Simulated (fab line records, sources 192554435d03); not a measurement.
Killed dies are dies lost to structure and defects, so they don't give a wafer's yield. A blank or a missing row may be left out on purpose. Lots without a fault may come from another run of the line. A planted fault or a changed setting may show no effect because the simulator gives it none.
Chamber matching | flow n5_finfet | N5_SD_EPI_N_SD_RECESS_17 on rie_si-01: 4 sister chambers
The step chemistry HBr/Cl2/O2, target depth 41 nm, time 23.7 s, bt time 3 s. 14 wafers are shown with their chamber, then 7 later ones without.

WAFERS WITH THEIR CHAMBER
wafer  | chamber | throttle_valve_pct (%) | he_backside_leak_sccm (sccm) | oes_product_au (a.u.)
L074.1 | 1       | 37.9                   | 2.50                         | 0.994
L074.5 | 3       | 36.9                   | 2.56                         | 1.009
L074.6 | 0       | 36.7                   | 2.68                         | 1.002
L079.4 | 1       | 37.9                   | 2.48                         | 0.991
L079.5 | 3       | 36.9                   | 2.52                         | 1.014
L079.6 | 2       | 36.3                   | 2.81                         | 1.002
L081.2 | 3       | 36.9                   | 2.64                         | 1.000
L081.5 | 2       | 36.3                   | 2.84                         | 1.006
L081.6 | 1       | 37.9                   | 2.57                         | 1.001
L082.4 | 2       | 36.3                   | 2.81                         | 0.993
L082.5 | 1       | 37.9                   | 2.54                         | 0.995
L082.6 | 3       | 36.8                   | 2.62                         | 1.007
L091.2 | 0       | 36.6                   | 2.51                         | 1.003
L091.3 | 1       | 37.9                   | 2.68                         | 0.994

SIGNATURES (means of the wafers above)
reading               | chamber 0 | chamber 1 | chamber 2 | chamber 3 | scatter within a chamber
throttle_valve_pct    | 36.650    | 37.900    | 36.300    | 36.875    | 0.0354
he_backside_leak_sccm | 2.5950    | 2.5540    | 2.8200    | 2.5850    | 0.0699
oes_product_au        | 1.00250   | 0.99500   | 1.00033   | 1.00750   | 0.00494
Rule: a wafer's distance from a chamber is the root of the sum, over the readings, of the square of ((its reading less the chamber's mean) divided by the reading's scatter). The wafer belongs to the nearest chamber; if the next one is less than 2 further off, it can't be placed. The scatter: the root of (the sum of the squares of (reading less its chamber's mean) over the shown wafers, divided by (wafers less chambers)).

WAFERS WITHOUT THEIR CHAMBER
wafer  | throttle_valve_pct (%) | he_backside_leak_sccm (sccm) | oes_product_au (a.u.)
L091.4 | 36.3                   | 2.96                         | 1.004
L092.2 | 36.6                   | 2.43                         | 1.001
L092.5 | 36.6                   | 2.48                         | 0.992
L092.6 | 36.9                   | 2.80                         | 1.009
L096.3 | 36.6                   | 2.61                         | 0.999
L096.4 | 37.9                   | 2.61                         | 0.993
L096.5 | 37.9                   | 2.64                         | 0.991

WHICH CHAMBER EACH WENT THROUGH
wafer  | from the rows above | in truth
L091.4 | 2                   | 2
L092.2 | 0                   | 0
L092.5 | 0                   | 0
L092.6 | 3                   | 3
L096.3 | 0                   | 0
L096.4 | 1                   | 1
L096.5 | 1                   | 1
Placed correctly: 7 of 7. Can't be placed from these rows: 0. Placed wrongly: 0.
